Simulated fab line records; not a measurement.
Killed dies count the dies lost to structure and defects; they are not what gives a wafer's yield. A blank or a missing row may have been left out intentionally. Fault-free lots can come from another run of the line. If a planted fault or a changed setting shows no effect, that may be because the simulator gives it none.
Matching of chambers | flow nand-harc | rie-diel-10 running NHARC_A_CONTACT_ETCH_90: 4 sister chambers
The step etches the open film in CH3F/O2, target depth 40 nm, time 85.7 s. 14 wafers are shown with their chamber, then 7 later ones without.

## WAFERS PAIRED WITH THEIR CHAMBERS
wafer  | chamber | drypump-motor-current-A (A) | rf-vpp-V (V) | throttle-valve-pct (%)
L078.1 | 2       | 5.0                         | 243.6        | 20.664
L078.5 | 1       | 5.4                         | 245.2        | 20.658
L078.6 | 2       | 5.0                         | 244.0        | 20.661
L077.2 | 0       | 5.7                         | 244.4        | 20.665
L077.3 | 1       | 5.4                         | 246.8        | 20.659
L077.5 | 3       | 5.8                         | 244.1        | 20.675
L076.2 | 3       | 5.8                         | 243.2        | 20.655
L076.4 | 1       | 5.4                         | 248.4        | 20.657
L076.6 | 3       | 5.8                         | 242.6        | 20.658
L080.1 | 0       | 5.7                         | 242.6        | 20.668
L080.2 | 3       | 5.9                         | 243.0        | 20.668
L080.5 | 1       | 5.4                         | 245.7        | 20.655
L081.1 | 3       | 5.9                         | 244.1        | 20.656
L081.4 | 0       | 5.7                         | 241.0        | 20.691

SIGNATURES, as means of the wafers listed above
reading                 | chamber 0 | chamber 1 | chamber 2 | chamber 3 | scatter within a chamber
drypump-motor-current-A | 5.700     | 5.400     | 5.000     | 5.840     | 0.0346
rf-vpp-V                | 242.667   | 246.525   | 243.800   | 243.400   | 1.17
throttle-valve-pct      | 20.67467  | 20.65725  | 20.66250  | 20.66240  | 0.0085
Rule: a wafer lies at a distance from a chamber equal to the root of the sum of squares, over the readings, of (its reading less the chamber's mean, divided by the reading's scatter). If the next closest chamber is less than 2 further off than the closest, the wafer can't be placed; otherwise it belongs to the closest. The scatter: take each reading less its chamber's mean, square it, sum over the shown wafers, divide by the number of wafers less the number of chambers, and take the root.

## WAFERS WITHOUT THEIR CHAMBER
wafer  | drypump-motor-current-A (A) | rf-vpp-V (V) | throttle-valve-pct (%)
L081.6 | 5.7                         | 244.6        | 20.671
L086.1 | 5.7                         | 242.4        | 20.663
L086.3 | 5.0                         | 242.9        | 20.673
L086.6 | 5.4                         | 244.4        | 20.643
L096.2 | 5.8                         | 242.5        | 20.658
L096.4 | 5.0                         | 242.6        | 20.675
L096.6 | 5.7                         | 242.6        | 20.651

## EACH ONE'S CHAMBER
wafer  | from the rows above     | in truth
L081.6 | 0                       | 0
L086.1 | 0                       | 0
L086.3 | 2                       | 2
L086.6 | 1                       | 1
L096.2 | 3                       | 3
L096.4 | 2                       | 2
L096.6 | can't be placed: 0 or 3 | 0
Placed correctly: 6 of 7. Unplaceable from these rows: 1, with the true chamber sitting among the candidates in 1. Placed wrongly: 0.
